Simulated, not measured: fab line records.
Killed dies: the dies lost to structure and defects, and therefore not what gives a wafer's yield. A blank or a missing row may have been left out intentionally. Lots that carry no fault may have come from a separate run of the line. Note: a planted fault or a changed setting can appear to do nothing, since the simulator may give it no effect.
fab line records	flow n5Finfet
record: lots: 24	wafers: 72	lastDay: 18
route steps=1938 shown BEOL_M9@1447 BEOL_M10@1535 BEOL_M11@1537
lots that met no fault: from a run of the same line without faults
startH: start of the lot's first displayed wafer, in hours after the record's first day	waitH: hours since the lot's step before	" the same as in the row above	L1.1+2: a row that stands for several wafers	- no value present, or no start provided	* or withheld: withheld	< > ~ a bound
route shown NAME@n: names a module that has steps shown in the file, with the first one's number in the route	usual: mean/standard deviation taken from wafers without a fault	same: alike in all rows	chamber/n: place in a boat	sites: the reading at each site	_std_site: the values' standard deviation	_edge_site: inner sites' mean taken away from outer sites' mean	radiusMm: how far each site lies from the wafer's centre	mask NAME#n: copy n	behind: the most recent tool/chamber to have shaped the wafer	hold: reason for holding the lot/hours on hold/outcome of the hold	device: the transistor (n, p or np) that didn't switch	end of line: tests run on the same wafers once the route is complete	a step with no rows: only its recipe	killed: at the first sort, the dies lost to defects and structure; wafer yield is something else	map: dies across one wafer; x = killed, . = not, _ = none there
set.NAME: the setting that was run; set.NAME@STEP: the one run at that earlier step	model.NAME: the simulator's own value behind a step, which no gauge read
a sample of lots followed through the steps of the route, with each step as a table and each wafer as a row
services: the hour from which a tool's chamber was out of use, counted from the record's first day as startH (under 0 if before that day), plus the number of hours and why
== steps ==
step: N5_BEOL_M9_ETCH_41
recipe: chemistry: CH3F/O2	target: SiCN	targetDepthA: 366	taperDeg: 2	timeS: 70.1	ionEnergyEv: 120	maskMaterial: TiN	pressureMtorr: 30	sourceW: 395	biasW: 75	Ar_flow_sccm: 150	CH3F_flow_sccm: 30	O2_flow_sccm: 20
usual: drypumpMotorCurrentA: 5.8/0.44	oesProductAu: 0.77/0.089	rfVppV: 297.1/1.8	showerheadPlenumPTorr: 1.99/0.078	throttleValvePct: 16.44/0.22
lot.wafer	tool	chamber	startH	waitH	drypumpMotorCurrentA	oesProductAu	rfHoursCounterH	rfVppV	showerheadPlenumPTorr	throttleValvePct
L074.3	rieDiel-01	2	-	-	5.4	0.73	190	297.9	2.07	16.48
L074.5	"	0	"	"	5.5	0.69	-	298.3	1.99	16.66
L074.6	"	1	"	"	5.5	0.98	-	298.1	2.05	16.29
L076.1	rieDiel-01	0	-	-	5.5	0.68	232	296.5	1.99	16.68
L076.4	"	0	"	"	5.5	0.68	-	297.9	1.99	16.68
L076.6	"	1	"	"	5.5	0.95	-	297.9	2.05	16.30
L075.2	rieDiel-01	1	-	-	5.5	0.94	8	299.2	2.05	16.30
L075.5	"	2	"	"	5.4	0.71	-	299.5	2.07	16.49
L075.6	"	0	"	"	5.5	0.68	-	297.0	1.99	16.70
L077.2	rieDiel-03	2	-	-	6.2	0.68	216	297.9	2.05	16.52
L077.3	"	1	"	"	6.8	0.68	212	294.9	1.91	16.70
L077.4	"	0	"	"	5.7	0.74	169	299.0	2.07	16.68
L078.3	rieDiel-03	1	-	-	6.8	0.69	214	294.6	1.91	16.72
L078.4	"	3	"	"	5.8	0.77	128	296.4	1.95	16.15
L078.6	"	0	"	"	5.7	0.73	-	299.1	2.07	16.66
L079.1	rieDiel-06	2	-	-	5.6	0.99	3	295.3	1.97	16.48
L079.4	"	0	"	"	6.5	0.73	201	294.9	1.91	16.14
L079.6	"	3	"	"	5.9	0.76	-	294.3	1.85	16.12
L081.2	rieDiel-01	2	-	-	5.4	0.70	205	297.4	2.07	16.49
L081.4	"	0	"	"	5.5	0.68	242	296.8	1.98	16.69
L081.6	"	2	"	"	5.4	0.70	-	299.5	2.07	16.49
L080.1	rieDiel-03	3	-	-	5.9	0.76	135	296.7	1.94	16.15
L080.2	"	1	"	"	6.8	0.68	219	295.2	1.90	16.73
L080.3	"	0	"	"	5.8	0.73	178	298.5	2.07	16.69
L082.2	rieDiel-03	0	-	-	5.8	0.73	180	298.7	2.07	16.69
L082.3	"	3	"	"	5.8	0.76	137	295.8	1.94	16.16
L082.6	"	1	"	"	6.8	0.67	-	295.8	1.90	16.74
L083.1	rieDiel-06	1	-	-	6.5	0.85	58	300.5	2.12	16.30
L083.3	"	2	"	"	5.6	0.96	10	296.7	1.97	16.48
L083.6	"	3	"	"	5.8	0.75	-	294.3	1.85	16.13
L084.1	rieDiel-03	2	-	-	6.2	0.66	229	297.6	2.05	16.54
L084.2	"	0	"	"	5.7	0.73	182	297.8	2.07	16.71
L084.5	"	2	"	"	6.2	0.67	-	298.1	2.05	16.56
L086.2	rieDiel-01	1	-	-	5.5	0.91	28	298.1	2.05	16.35
L086.4	"	3	"	"	5.4	0.74	-	297.6	2.00	16.69
L086.6	"	1	"	"	5.5	0.89	-	299.9	2.05	16.34
L088.1	rieDiel-01	2	-	-	5.4	0.70	219	300.4	2.06	16.53
L088.2	"	1	"	"	5.5	0.89	30	298.9	2.05	16.35
L088.3	"	3	"	"	5.4	0.74	169	297.5	1.99	16.70
L085.4	rieDiel-01	3	-	-	5.4	0.74	-	297.9	2.00	16.69
L085.5	"	1	"	"	5.5	0.90	-	297.1	2.05	16.35
L085.6	"	2	"	"	5.4	0.70	-	298.6	2.06	16.52
L087.1	rieDiel-03	1	-	-	6.8	0.67	230	295.0	1.90	16.74
L087.2	"	0	"	"	5.7	0.72	188	297.7	2.07	16.72
L087.3	"	2	"	"	6.2	0.66	234	299.1	2.05	16.56
L089.1	rieDiel-06	2	-	-	5.6	0.93	18	297.2	1.97	16.50
L089.3	"	0	"	"	6.5	0.73	219	294.4	1.90	16.17
L089.4	"	1	"	"	6.5	0.84	66	299.6	2.12	16.30
L091.3	rieDiel-03	2	-	-	6.2	0.66	240	298.1	2.05	16.56
L091.4	"	1	"	"	6.8	0.66	237	296.7	1.90	16.76
L091.6	"	3	"	"	5.8	0.74	-	295.9	1.94	16.19
L093.1	rieDiel-01	3	-	-	5.4	0.72	183	296.2	1.99	16.70
L093.4	"	1	"	"	5.5	0.88	42	298.1	2.04	16.36
L093.6	"	1	"	"	5.5	0.87	-	296.8	2.04	16.37
L090.2	rieDiel-06	1	-	-	6.5	0.82	76	300.3	2.11	16.32
L090.3	"	2	"	"	5.6	0.91	27	297.0	1.96	16.50
L090.5	"	0	"	"	6.5	0.72	-	294.8	1.90	16.17
L092.2	rieDiel-01	2	-	-	5.4	0.69	235	297.7	2.06	16.55
L092.4	"	0	"	"	5.5	0.94	8	297.1	1.98	16.26
L092.6	"	0	"	"	5.5	0.93	-	296.8	1.98	16.25
L094.1	rieDiel-01	2	-	-	5.4	0.69	237	297.3	2.06	16.56
L094.2	"	3	"	"	5.4	0.72	188	297.6	1.99	16.74
L094.3	"	0	"	"	5.5	0.93	11	297.8	1.98	16.25
L096.2	rieDiel-06	2	-	-	5.6	0.90	34	295.9	1.96	16.54
L096.3	"	3	"	"	5.9	0.74	176	294.3	1.84	16.16
L096.5	"	3	"	"	5.9	0.73	-	293.8	1.84	16.17
L095.3	rieDiel-06	0	-	-	6.5	0.72	236	294.3	1.90	16.21
L095.5	"	1	"	"	6.5	0.81	-	298.7	2.11	16.35
L095.6	"	2	"	"	5.6	0.89	-	295.5	1.96	16.54
L097.2	rieDiel-06	3	-	-	5.9	0.73	179	293.1	1.84	16.17
L097.4	"	0	"	"	6.5	0.73	239	295.6	1.89	16.21
L097.5	"	3	"	"	5.9	0.74	-	293.7	1.84	16.16
step: N5_BEOL_M9_STRIP_80
recipe: chemistry: N2/H2	timeS: 10	powerW: 450	tempC: 40	pressureMtorr: 20	rfFrequencyHz: 6e+07	biasPowerW: 7	n2FlowSccm: 200	h2FlowSccm: 200
usual: drypumpMotorCurrentA: 5.8/0.44	oesProductAu: 0.77/0.089	rfVppV: 59.1/0.9	showerheadPlenumPTorr: 2.52/0.1	throttleValvePct: 23.8/0.36
lot.wafer	tool	chamber	startH	waitH	drypumpMotorCurrentA	oesProductAu	rfHoursCounterH	rfVppV	showerheadPlenumPTorr	throttleValvePct
L074.3	rieDiel-01	2	-	-	5.4	0.73	190	59.6	2.64	23.8
L074.5	"	0	"	"	5.5	0.70	-	59.3	2.52	24.0
L074.6	"	1	"	"	5.5	0.97	-	60.7	2.58	23.4
L076.1	rieDiel-01	0	-	-	5.5	0.68	232	60.6	2.52	24.0
L076.4	"	0	"	"	5.5	0.68	-	59.7	2.52	24.0
L076.6	"	1	"	"	5.5	0.94	-	59.0	2.57	23.4
L075.2	rieDiel-01	1	-	-	5.5	0.95	8	58.8	2.57	23.4
L075.5	"	2	"	"	5.4	0.72	-	58.9	2.63	23.8
L075.6	"	0	"	"	5.5	0.69	-	59.1	2.52	24.0
L077.2	rieDiel-03	2	-	-	6.2	0.69	216	59.0	2.62	23.5
L077.3	"	1	"	"	6.8	0.67	212	57.7	2.40	23.8
L077.4	"	0	"	"	5.8	0.75	170	60.0	2.64	24.1
L078.3	rieDiel-03	1	-	-	6.8	0.67	214	58.8	2.40	23.8
L078.4	"	3	"	"	5.9	0.77	128	59.1	2.46	23.5
L078.6	"	0	"	"	5.7	0.75	-	59.6	2.63	24.2
L079.1	rieDiel-06	2	-	-	5.6	0.99	3	57.5	2.47	23.8
L079.4	"	0	"	"	6.5	0.74	201	57.5	2.42	23.3
L079.6	"	3	"	"	5.8	0.76	-	57.9	2.34	23.5
L081.2	rieDiel-01	2	-	-	5.4	0.71	205	59.6	2.63	23.8
L081.4	"	0	"	"	5.5	0.68	242	57.5	2.51	24.0
L081.6	"	2	"	"	5.4	0.71	-	58.5	2.63	23.8
L080.1	rieDiel-03	3	-	-	5.8	0.77	135	59.1	2.46	23.5
L080.2	"	1	"	"	6.9	0.66	219	59.4	2.40	23.8
L080.3	"	0	"	"	5.8	0.75	178	58.7	2.63	24.2
L082.2	rieDiel-03	0	-	-	5.7	0.75	180	59.4	2.63	24.2
L082.3	"	3	"	"	5.8	0.76	137	57.9	2.46	23.5
L082.6	"	1	"	"	6.8	0.67	-	58.7	2.40	23.8
L083.1	rieDiel-06	1	-	-	6.5	0.85	58	60.2	2.70	23.7
L083.3	"	2	"	"	5.6	0.94	10	58.8	2.47	23.8
L083.6	"	3	"	"	5.9	0.76	-	58.7	2.34	23.5
L084.1	rieDiel-03	2	-	-	6.2	0.67	229	59.8	2.61	23.5
L084.2	"	0	"	"	5.8	0.74	182	59.1	2.63	24.2
L084.5	"	2	"	"	6.2	0.67	-	57.1	2.61	23.5
L086.2	rieDiel-01	1	-	-	5.5	0.89	28	58.2	2.56	23.4
L086.4	"	3	"	"	5.4	0.74	-	58.8	2.57	24.6
L086.6	"	1	"	"	5.5	0.89	-	60.1	2.57	23.4
L088.1	rieDiel-01	2	-	-	5.4	0.69	219	60.7	2.62	23.8
L088.2	"	1	"	"	5.5	0.90	30	59.2	2.56	23.4
L088.3	"	3	"	"	5.4	0.75	169	59.7	2.57	24.6
L085.4	rieDiel-01	3	-	-	5.4	0.75	-	58.8	2.57	24.6
L085.5	"	1	"	"	5.5	0.90	-	58.6	2.56	23.4
L085.6	"	2	"	"	5.4	0.70	-	60.0	2.62	23.8
L087.1	rieDiel-03	1	-	-	6.8	0.65	230	59.6	2.39	23.9
L087.2	"	0	"	"	5.7	0.73	188	58.0	2.63	24.2
L087.3	"	2	"	"	6.2	0.67	234	59.3	2.61	23.5
L089.1	rieDiel-06	2	-	-	5.7	0.94	18	57.7	2.46	23.8
L089.3	"	0	"	"	6.5	0.73	219	58.8	2.42	23.4
L089.4	"	1	"	"	6.5	0.84	66	61.0	2.69	23.7
L091.3	rieDiel-03	2	-	-	6.2	0.67	240	57.8	2.60	23.5
L091.4	"	1	"	"	6.8	0.66	237	58.7	2.39	23.8
L091.6	"	3	"	"	5.8	0.75	-	59.4	2.45	23.5
L093.1	rieDiel-01	3	-	-	5.4	0.74	183	60.4	2.56	24.6
L093.4	"	1	"	"	5.5	0.87	42	57.7	2.56	23.5
L093.6	"	1	"	"	5.5	0.87	-	59.6	2.56	23.5
L090.2	rieDiel-06	1	-	-	6.5	0.84	76	59.6	2.69	23.7
L090.3	"	2	"	"	5.6	0.93	27	58.3	2.46	23.8
L090.5	"	0	"	"	6.5	0.72	-	58.9	2.41	23.4
L092.2	rieDiel-01	2	-	-	5.4	0.68	235	59.0	2.62	23.9
L092.4	"	0	"	"	5.5	0.95	8	58.1	2.51	23.7
L092.6	"	0	"	"	5.5	0.94	-	60.3	2.51	23.7
L094.1	rieDiel-01	2	-	-	5.5	0.69	237	59.5	2.61	23.9
L094.2	"	3	"	"	5.4	0.73	188	59.9	2.56	24.6
L094.3	"	0	"	"	5.5	0.94	11	57.1	2.50	23.7
L096.2	rieDiel-06	2	-	-	5.6	0.90	34	60.4	2.46	23.8
L096.3	"	3	"	"	5.9	0.73	177	58.0	2.33	23.6
L096.5	"	3	"	"	5.9	0.73	-	57.9	2.33	23.6
L095.3	rieDiel-06	0	-	-	6.5	0.71	236	58.8	2.41	23.4
L095.5	"	1	"	"	6.5	0.81	-	59.7	2.69	23.7
L095.6	"	2	"	"	5.7	0.89	-	59.3	2.46	23.8
L097.2	rieDiel-06	3	-	-	5.9	0.72	179	58.7	2.33	23.6
L097.4	"	0	"	"	6.5	0.71	239	57.9	2.41	23.4
L097.5	"	3	"	"	5.8	0.73	-	58.3	2.33	23.6
step: N5_BEOL_M9_SURFACE_TREAT_79
recipe: gas: Ar	timeS: *	ionEnergyEv: *	ionCurrentMaCm2: 0.5	pressureMtorr: *	arFlowSccm: 30
usual: throttleValvePct: *
lot.wafer	tool	chamber	startH	waitH	throttleValvePct
L074.3	pvdSputter-02	-	200.90	0.2	*
L074.5	"	-	"	"	*
L074.6	"	-	"	"	*
L076.1	pvdSputter-01	-	211.87	0.2	*
L076.4	"	-	"	"	*
L076.6	"	-	"	"	*
L075.2	pvdSputter-02	-	215.98	0.2	*
L075.5	"	-	"	"	*
L075.6	"	-	"	"	*
L077.2	pvdSputter-02	-	224.39	0.2	*
L077.3	"	-	"	"	*
L077.4	"	-	"	"	*
L078.3	pvdSputter-01	-	232.36	0.2	*
L078.4	"	-	"	"	*
L078.6	"	-	"	"	*
L079.1	pvdSputter-02	-	239.20	0.2	*
L079.4	"	-	"	"	*
L079.6	"	-	"	"	*
L081.2	pvdSputter-03	-	240.96	0.2	*
L081.4	"	-	"	"	*
L081.6	"	-	"	"	*
L080.1	pvdSputter-02	-	250.95	0.4	*
L080.2	"	-	"	"	*
L080.3	"	-	"	"	*
L082.2	pvdSputter-03	-	259.82	0.4	*
L082.3	"	-	"	"	*
L082.6	"	-	"	"	*
L083.1	pvdSputter-02	-	267.02	0.2	*
L083.3	"	-	"	"	*
L083.6	"	-	"	"	*
L084.1	pvdSputter-03	-	270.27	0.2	*
L084.2	"	-	"	"	*
L084.5	"	-	"	"	*
L086.2	pvdSputter-03	-	279.41	0.3	*
L086.4	"	-	"	"	*
L086.6	"	-	"	"	*
L088.1	pvdSputter-03	-	286.46	0.3	*
L088.2	"	-	"	"	*
L088.3	"	-	"	"	*
L085.4	pvdSputter-01	-	287.08	0.3	*
L085.5	"	-	"	"	*
L085.6	"	-	"	"	*
L087.1	pvdSputter-03	-	289.68	0.2	*
L087.2	"	-	"	"	*
L087.3	"	-	"	"	*
L089.1	pvdSputter-01	-	296.84	0.2	*
L089.3	"	-	"	"	*
L089.4	"	-	"	"	*
L091.3	pvdSputter-01	-	314.11	0.2	*
L091.4	"	-	"	"	*
L091.6	"	-	"	"	*
L093.1	pvdSputter-03	-	326.61	0.2	*
L093.4	"	-	"	"	*
L093.6	"	-	"	"	*
L090.2	pvdSputter-01	-	327.00	0.3	*
L090.3	"	-	"	"	*
L090.5	"	-	"	"	*
L092.2	pvdSputter-01	-	333.95	0.2	*
L092.4	"	-	"	"	*
L092.6	"	-	"	"	*
L094.1	pvdSputter-02	-	348.01	1.3	*
L094.2	"	-	"	"	*
L094.3	"	-	"	"	*
L096.2	pvdSputter-02	-	349.17	0.2	*
L096.3	"	-	"	"	*
L096.5	"	-	"	"	*
L095.3	pvdSputter-01	-	350.06	0.4	*
L095.5	"	-	"	"	*
L095.6	"	-	"	"	*
L097.2	pvdSputter-02	-	358.36	0.2	*
L097.4	"	-	"	"	*
L097.5	"	-	"	"	*
step: N5_BEOL_M9_SPUTTER_48
recipe: material: Cu	targetThkA: 120	tempC: -20	biasV: 60	powerW: 26000	chamberPressurePa: 0.13	timeS: 2
usual: throttleValvePct: 30.5/1.2
lot.wafer	tool	chamber	startH	waitH	throttleValvePct
L074.3	pvdSputter-02	-	201.38	0.3	30.4
L074.5	"	-	"	"	28.9
L074.6	"	-	"	"	30.8
L076.1	pvdSputter-01	-	212.17	0.2	27.3
L076.4	"	-	"	"	28.9
L076.6	"	-	"	"	30.4
L075.2	pvdSputter-03	-	216.22	0.1	31.2
L075.5	"	-	"	"	31.3
L075.6	"	-	"	"	31.3
L077.2	pvdSputter-03	-	224.69	0.2	31.6
L077.3	"	-	"	"	31.5
L077.4	"	-	"	"	31.0
L078.3	pvdSputter-02	-	232.62	0.2	29.0
L078.4	"	-	"	"	30.6
L078.6	"	-	"	"	30.7
L079.1	pvdSputter-02	-	239.40	0.1	31.1
L079.4	"	-	"	"	29.0
L079.6	"	-	"	"	30.1
L081.2	pvdSputter-03	-	241.16	0.1	31.6
L081.4	"	-	"	"	31.3
L081.6	"	-	"	"	31.4
L080.1	pvdSputter-02	-	251.78	0.4	29.2
L080.2	"	-	"	"	30.1
L080.3	"	-	"	"	30.6
L082.2	pvdSputter-03	-	260.34	0.3	30.9
L082.3	"	-	"	"	31.3
L082.6	"	-	"	"	32.0
L083.1	pvdSputter-03	-	267.21	0.1	31.3
L083.3	"	-	"	"	31.2
L083.6	"	-	"	"	31.7
L084.1	pvdSputter-03	-	270.73	0.3	31.4
L084.2	"	-	"	"	31.7
L084.5	"	-	"	"	31.1
L086.2	pvdSputter-03	-	279.84	0.2	31.6
L086.4	"	-	"	"	31.5
L086.6	"	-	"	"	31.1
L088.1	pvdSputter-03	-	286.70	0.1	31.4
L088.2	"	-	"	"	31.3
L088.3	"	-	"	"	31.5
L085.4	pvdSputter-02	-	287.40	0.2	30.5
L085.5	"	-	"	"	30.6
L085.6	"	-	"	"	29.0
L087.1	pvdSputter-03	-	289.98	0.2	31.6
L087.2	"	-	"	"	31.4
L087.3	"	-	"	"	31.1
L089.1	pvdSputter-03	-	297.09	0.1	31.2
L089.3	"	-	"	"	31.5
L089.4	"	-	"	"	31.1
L091.3	pvdSputter-02	-	314.47	0.2	30.3
L091.4	"	-	"	"	30.9
L091.6	"	-	"	"	31.1
L093.1	pvdSputter-02	-	326.78	0.1	30.9
L093.4	"	-	"	"	29.2
L093.6	"	-	"	"	31.1
L090.2	pvdSputter-01	-	327.20	0.1	27.1
L090.3	"	-	"	"	30.6
L090.5	"	-	"	"	27.2
L092.2	pvdSputter-03	-	334.17	0.1	31.2
L092.4	"	-	"	"	31.3
L092.6	"	-	"	"	31.5
L094.1	pvdSputter-02	-	348.25	0.1	29.1
L094.2	"	-	"	"	30.2
L094.3	"	-	"	"	30.8
L096.2	pvdSputter-01	-	349.48	0.2	29.1
L096.3	"	-	"	"	30.7
L096.5	"	-	"	"	28.9
L095.3	pvdSputter-01	-	350.28	0.1	29.0
L095.5	"	-	"	"	28.9
L095.6	"	-	"	"	27.4
L097.2	pvdSputter-02	-	358.53	0.1	29.0
L097.4	"	-	"	"	30.8
L097.5	"	-	"	"	30.6
step: N5_BEOL_M10_INSPECT_58
recipe: inspectInstrument: darkfield	mode: postDep
usual: rawDefectCount: 68/19
lot.wafer	tool	chamber	startH	waitH	rawDefectCount
L074.3	defectInspect-02	-	210.62	0.0	66
L074.5	"	-	"	"	100
L074.6	"	-	"	"	111
L076.1	defectInspect-02	-	220.78	0.0	79
L076.4	"	-	"	"	65
L076.6	"	-	"	"	53
L075.2	defectInspect-02	-	226.43	0.0	59
L075.5	"	-	"	"	82
L075.6	"	-	"	"	87
L077.2	defectInspect-01	-	233.12	0.0	40
L077.3	"	-	"	"	81
L077.4	"	-	"	"	81
L078.3	defectInspect-02	-	241.69	0.0	86
L078.4	"	-	"	"	62
L078.6	"	-	"	"	56
L079.1	defectInspect-02	-	249.44	0.0	41
L079.4	"	-	"	"	52
L079.6	"	-	"	"	36
L081.2	defectInspect-02	-	254.87	0.0	62
L081.4	"	-	"	"	55
L081.6	"	-	"	"	56
L080.1	defectInspect-02	-	263.58	0.0	104
L080.2	"	-	"	"	87
L080.3	"	-	"	"	61
L082.2	defectInspect-01	-	268.45	0.0	113
L082.3	"	-	"	"	76
L082.6	"	-	"	"	34
L083.1	defectInspect-02	-	275.86	0.0	50
L083.3	"	-	"	"	117
L083.6	"	-	"	"	50
L084.1	defectInspect-02	-	279.81	0.0	77
L084.2	"	-	"	"	74
L084.5	"	-	"	"	42
L086.2	defectInspect-02	-	289.80	0.0	111
L086.4	"	-	"	"	50
L086.6	"	-	"	"	53
L085.4	defectInspect-02	-	297.73	0.0	106
L085.5	"	-	"	"	89
L085.6	"	-	"	"	68
L088.1	defectInspect-02	-	297.92	0.0	64
L088.2	"	-	"	"	93
L088.3	"	-	"	"	64
L087.1	defectInspect-01	-	299.45	0.0	50
L087.2	"	-	"	"	34
L087.3	"	-	"	"	54
L089.1	defectInspect-02	-	306.56	0.0	72
L089.3	"	-	"	"	75
L089.4	"	-	"	"	80
L091.3	defectInspect-01	-	325.70	0.0	42
L091.4	"	-	"	"	43
L091.6	"	-	"	"	71
L093.1	defectInspect-02	-	335.42	0.0	95
L093.4	"	-	"	"	94
L093.6	"	-	"	"	72
L090.2	defectInspect-01	-	335.80	0.0	49
L090.3	"	-	"	"	77
L090.5	"	-	"	"	82
L092.2	defectInspect-01	-	341.79	0.0	80
L092.4	"	-	"	"	78
L092.6	"	-	"	"	63
L094.1	defectInspect-02	-	355.95	0.0	34
L094.2	"	-	"	"	50
L094.3	"	-	"	"	59
L096.2	defectInspect-02	-	359.12	0.0	73
L096.3	"	-	"	"	63
L096.5	"	-	"	"	77
L095.3	defectInspect-01	-	359.69	0.0	62
L095.5	"	-	"	"	95
L095.6	"	-	"	"	65
L097.2	defectInspect-01	-	369.02	0.0	76
L097.4	"	-	"	"	69
L097.5	"	-	"	"	52
step: N5_BEOL_M11_CURE_71
recipe: tempC: 385	timeS: 240	ambient: He/Ar	material: SiCOH_lowk
usual: lampPowerPct: 52.32/0.052	wafer_temp_C_max: 386.9/0.8
lot.wafer	tool	chamber	startH	waitH	lampPowerPct	wafer_temp_C_max
L074.3	uvCure-03	0	210.89	0.2	52.33	386.4
L074.5	"	0	"	"	52.40	386.4
L074.6	"	0	"	"	52.33	386.1
L076.1	uvCure-02	2	220.91	0.1	52.18	387.4
L076.4	"	2	"	"	52.29	386.8
L076.6	"	2	"	"	52.30	387.0
L075.2	uvCure-03	1	226.63	0.1	52.29	389.3
L075.5	"	1	"	"	52.21	388.6
L075.6	"	1	"	"	52.33	388.1
L077.2	uvCure-02	0	233.40	0.2	52.34	386.5
L077.3	"	0	"	"	52.39	386.6
L077.4	"	0	"	"	52.27	386.4
L078.3	uvCure-03	1	241.99	0.2	52.35	387.5
L078.4	"	1	"	"	52.37	387.6
L078.6	"	1	"	"	52.32	387.4
L079.1	uvCure-01	1	249.55	0.0	52.21	385.7
L079.4	"	1	"	"	52.25	386.3
L079.6	"	1	"	"	52.41	386.5
L081.2	uvCure-01	0	255.10	0.2	52.35	385.9
L081.4	"	0	"	"	52.38	385.9
L081.6	"	0	"	"	52.25	385.9
L080.1	uvCure-03	2	263.69	0.0	52.27	387.5
L080.2	"	2	"	"	52.27	387.1
L080.3	"	2	"	"	52.43	387.5
L082.2	uvCure-02	2	268.67	0.2	52.40	386.0
L082.3	"	2	"	"	52.34	387.2
L082.6	"	2	"	"	52.38	387.4
L083.1	uvCure-03	1	276.16	0.2	52.32	387.5
L083.3	"	1	"	"	52.25	387.9
L083.6	"	1	"	"	52.33	387.8
L084.1	uvCure-01	1	279.95	0.1	52.32	386.7
L084.2	"	1	"	"	52.32	386.6
L084.5	"	1	"	"	52.30	386.2
L086.2	uvCure-02	2	290.02	0.2	52.35	387.0
L086.4	"	2	"	"	52.34	387.0
L086.6	"	2	"	"	52.36	387.5
L088.1	uvCure-02	1	298.04	0.0	52.34	385.9
L088.2	"	1	"	"	52.29	386.2
L088.3	"	1	"	"	52.24	386.3
L085.4	uvCure-03	1	298.11	0.3	52.31	387.6
L085.5	"	1	"	"	52.27	388.8
L085.6	"	1	"	"	52.33	387.1
L087.1	uvCure-02	0	299.56	0.0	52.29	386.2
L087.2	"	0	"	"	52.31	386.3
L087.3	"	0	"	"	52.34	386.6
L089.1	uvCure-03	2	306.67	0.0	52.32	387.0
L089.3	"	2	"	"	52.31	386.8
L089.4	"	2	"	"	52.36	387.2
L091.3	uvCure-01	2	326.23	0.5	52.31	386.4
L091.4	"	2	"	"	52.24	386.5
L091.6	"	2	"	"	52.33	386.9
L093.1	uvCure-03	0	335.54	0.0	52.31	386.4
L093.4	"	0	"	"	52.34	386.3
L093.6	"	0	"	"	52.28	386.4
L090.2	uvCure-01	2	335.99	0.1	52.34	386.5
L090.3	"	2	"	"	52.17	386.2
L090.5	"	2	"	"	52.39	386.4
L092.2	uvCure-02	1	341.99	0.1	52.26	386.0
L092.4	"	1	"	"	52.30	385.9
L092.6	"	1	"	"	52.27	385.3
L094.1	uvCure-03	1	356.07	0.0	52.26	388.5
L094.2	"	1	"	"	52.40	387.0
L094.3	"	1	"	"	52.24	387.9
L096.2	uvCure-03	2	359.32	0.1	52.40	387.6
L096.3	"	2	"	"	52.35	387.3
L096.5	"	2	"	"	52.28	387.6
L095.3	uvCure-01	1	359.96	0.2	52.35	386.1
L095.5	"	1	"	"	52.36	386.4
L095.6	"	1	"	"	52.46	386.8
L097.2	uvCure-03	2	369.22	0.1	52.34	387.0
L097.4	"	2	"	"	52.27	386.8
L097.5	"	2	"	"	52.29	386.3
== services ==
tool	chamber	startH	hours	kind
rieDiel-01	1	176.55	-	clean
rieDiel-01	1	176.55	-	consumableReplace:focusRing
rieDiel-01	1	176.55	15.4	scheduledDown
rieDiel-01	1	176.55	15.4	ventCycle
uvCure-02	-	181.11	2.1	pm
uvCure-02	-	187.43	5.1	repair
rieDiel-06	-	199.41	3.9	repair
uvCure-01	-	201.01	7.5	pm
rieDiel-01	3	207.40	19.4	repair
uvCure-03	-	217.24	7.5	pm
uvCure-02	-	241.18	2.8	pm
uvCure-01	-	241.66	2.1	pm
uvCure-01	-	261.58	15.1	repair
rieDiel-01	0	267.70	-	clean
rieDiel-01	0	267.70	-	consumableReplace:focusRing
rieDiel-01	1	293.98	4.3	repair
uvCure-01	-	296.75	2.6	repair
rieDiel-03	-	297.78	2.8	pm
uvCure-03	-	319.69	1.0	pm
uvCure-02	-	320.20	7.5	pm
rieDiel-01	-	333.66	2.8	pm
uvCure-03	-	346.53	6.0	pm
uvCure-01	-	355.28	2.8	repair
uvCure-01	-	360.28	2.8	pm
== key ==
fault none
